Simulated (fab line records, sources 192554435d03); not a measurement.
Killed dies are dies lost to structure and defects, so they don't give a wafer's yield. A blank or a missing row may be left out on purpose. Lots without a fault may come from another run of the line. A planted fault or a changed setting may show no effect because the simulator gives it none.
Chamber matching | flow n5_finfet | N5_BEOL_M0_SAQP_SPACER2_ETCHBACK_27 on rie_diel-02: 4 sister chambers
The step etches SiO2 in CHF3/O2, target depth 22.5 nm, time 11.25 s. 4 wafers are shown with their chamber, then 6 later ones without.

WAFERS WITH THEIR CHAMBER
wafer  | chamber | drypump_motor_current_A (A)
L800.3 | 0       | 5.5
L802.4 | 2       | 6.4
L804.1 | 1       | 5.2
L804.2 | 3       | 6.2

WAFERS WITHOUT THEIR CHAMBER
wafer  | drypump_motor_current_A (A)
L804.3 | 6.4
L811.2 | 5.6
L811.3 | 5.2
L811.6 | 6.4
L814.2 | 6.2
L814.3 | 6.4

WHICH CHAMBER EACH WENT THROUGH
wafer  | from the rows above | in truth
L804.3 | 2                   | 2
L811.2 | 0                   | 0
L811.3 | 1                   | 1
L811.6 | 2                   | 2
L814.2 | 3                   | 3
L814.3 | 2                   | 2
Placed correctly: 6 of 6. Can't be placed from these rows: 0. Placed wrongly: 0.
How it was worked out, from the rows above alone: a wafer's distance from a chamber is the root of the sum, over the readings, of the square of ((its reading less the chamber's mean) divided by the reading's scatter). The wafer belongs to the nearest chamber; if the next one is less than 2 further off, it can't be placed. A chamber's mean is the mean of its shown wafers. The scatter: with one shown wafer a chamber, the root of the mean of the squares of how far each hidden wafer lies from its nearest shown one.
